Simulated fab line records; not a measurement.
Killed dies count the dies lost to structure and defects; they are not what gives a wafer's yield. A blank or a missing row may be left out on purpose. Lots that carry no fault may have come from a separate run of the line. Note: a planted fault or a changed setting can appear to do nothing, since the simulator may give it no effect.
Matching of chambers	flow nand harc	4 sister chambers for NHARC_A_CHANNEL_FILL_D2_ETCHBACK_19 on rie si-05
The step etches the open film in HBr/Cl2, target depth 5 nm, time 1.7 s. 16 wafers are shown with their chamber, then 8 later ones without.

== EACH WAFER AND ITS CHAMBER ==
wafer	chamber	drypump motor current A (A)	oes product au (a.u.)	throttle valve pct (%)
L075.1	1	5.9	0.984	26.418
L075.2	0	5.4	1.007	26.399
L075.5	3	6.1	1.028	26.411
L076.2	1	5.9	0.998	26.395
L076.5	1	5.9	0.987	26.398
L076.6	2	5.7	1.010	26.408
L080.2	3	6.1	1.022	26.403
L080.3	2	5.7	1.016	26.411
L080.4	0	5.4	1.009	26.403
L089.2	3	6.1	1.018	26.397
L089.3	2	5.7	1.005	26.410
L089.4	0	5.4	1.003	26.418
L091.2	0	5.5	0.989	26.415
L091.4	3	6.1	1.017	26.415
L091.5	2	5.7	0.999	26.397
L094.2	1	5.9	0.992	26.403

SIGNATURES (averages over the wafers above)
reading	chamber 0	chamber 1	chamber 2	chamber 3	scatter within a chamber
drypump motor current A	5.425	5.900	5.700	6.100	0.025
oes product au	1.00200	0.99025	1.00750	1.02125	0.007
throttle valve pct	26.40875	26.40350	26.40650	26.40650	0.00859
Rule: for a wafer and a chamber, the distance is found by dividing, reading by reading, the gap between the wafer's reading and the chamber's mean by the reading's scatter, squaring, summing and taking the root. If the next closest chamber is less than 2 further off than the closest, the wafer can't be placed; otherwise it belongs to the closest. The scatter: the root of (the sum of the squares of (reading less its chamber's mean) over the shown wafers, divided by (wafers less chambers)).

== WAFERS MISSING THEIR CHAMBER ==
wafer	drypump motor current A (A)	oes product au (a.u.)	throttle valve pct (%)
L094.4	5.4	1.004	26.418
L094.5	5.9	1.000	26.397
L095.1	5.4	1.006	26.391
L095.2	6.1	1.017	26.408
L095.5	5.5	1.003	26.399
L096.3	5.8	1.001	26.399
L096.5	5.4	1.005	26.406
L096.6	5.9	1.000	26.391

== WHICH CHAMBER EACH WENT THROUGH ==
wafer	from the rows above	in truth
L094.4	0	0
L094.5	1	1
L095.1	0	0
L095.2	3	3
L095.5	0	0
L096.3	can't be placed: 2 or 1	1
L096.5	0	0
L096.6	1	1
Correct placement for 7 of the 8. Not placeable from these rows: 1 (in 1, the candidates include the true chamber). Wrongly placed: 0.
